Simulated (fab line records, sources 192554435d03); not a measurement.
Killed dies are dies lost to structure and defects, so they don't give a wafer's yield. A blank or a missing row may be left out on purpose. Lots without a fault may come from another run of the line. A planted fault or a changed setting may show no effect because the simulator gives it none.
Problem report in the 8D (eight disciplines) form, filled by code | flow n5_finfet | the parts of the form that need people (team, actions taken, sign-off) are left out

1. THE PROBLEM
run_length_s at N5_MOL_CONTACT_COAG_ALD_27 reads a mean of 2929.7 s on 2 wafers of 2 lots; wafers without a fault read 2769.8 s with a standard deviation of 0.65. That is +99 or more standard deviations from the usual mean.
The step: deposits SiOC, target thk 17 nm, pulse time 1.5 s, time 2720 s.
First seen on wafer L325.1, day 6 07:50, on ald_sin-04. The record holds 18 wafers of 6 lots with a number at this step. Rule for "out", or "out of limits": more than 4 standard deviations from the usual mean. The other wafers with a number count as sound.

2. WHAT IT IS AND WHAT IT IS NOT
question                    | is               | is not
which readings at this step | run_length_s     | heater_power_w, precursor_pulse_height_rel
which lots                  | L325, L326       | L320, L335, L336, L341
which wafers of those lots  | L325.1, L326.2   | L325.2, L325.5, L326.1, L326.4
read on which tools         | ald_sin-04       | ald_sin-01
when                        | from day 6 07:50 | up to then (5 sound wafers); but 11 sound wafers of L326, L335, L336, L341 came after

3. SUSPECTS, AND WHAT RULES EACH OUT
Counting: a tool at a process step up to the reading stays a suspect if it ran every lot that is out. Sound lots after the first of them don't rule it out here, since some wafers of a struck lot are sound.
- cvd_co-01 at N5_MOL_CONTACT_COAG_CO_FILL_22 (material Co, precursor CCTBA/H2, target thk 20 nm): kept. It ran every lot that is out, first L325 (day 6 03:54).
- ald_sin-04 at N5_MOL_CONTACT_COAG_ALD_27 (deposits SiOC, target thk 17 nm, pulse time 1.5 s, time 2720 s): kept. It ran every lot that is out, first L325 (day 6 07:50); its last sound lot up to then is L320 (day 4 21:17). Its own readings are out on those wafers: run_length_s.
- Within ald_sin-04 at N5_MOL_CONTACT_COAG_ALD_27: the wafers that are out ran in chamber 2; their sound lot-mates ran in chambers 1, 3.
Left after counting: cvd_co-01 at N5_MOL_CONTACT_COAG_CO_FILL_22, ald_sin-04 at N5_MOL_CONTACT_COAG_ALD_27.

4. THE CAUSE (what the simulator had put in)
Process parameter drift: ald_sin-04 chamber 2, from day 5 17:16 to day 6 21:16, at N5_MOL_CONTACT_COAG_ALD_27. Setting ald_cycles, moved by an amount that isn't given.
Counting left 2 suspects, and this tool is among them.

5. THE CHAIN OF EFFECTS, in route order
Each row: a reading whose mean over the struck wafers that have a number lies more than 3 standard deviations from the usual. Only readings for which the record gives a usual standard deviation are gone through. hours: the time from each lot's start at the first step in this table that gives one to its start at this step, as a median over the lots. sigmas: the change in usual standard deviations.
hours | step                       | reading      | usual    | on struck wafers | change | sigmas
0     | N5_MOL_CONTACT_COAG_ALD_27 | run_length_s | 2769.8 s | 2929.7           | +159.9 | +99 or more
The process steps in it:
- N5_MOL_CONTACT_COAG_ALD_27: deposits SiOC, target thk 17 nm, pulse time 1.5 s, time 2720 s.
Later measuring or inspecting steps at which every struck wafer that the step has a row for has a number for every such reading, and none has moved that far: N5_BEOL_M4_RC_MEAS_101.

6. WHAT WOULD HAVE CAUGHT IT SOONER
In this record the first reading out of limits was taken at day 6 07:50, 15 hours after the fault began at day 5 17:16.
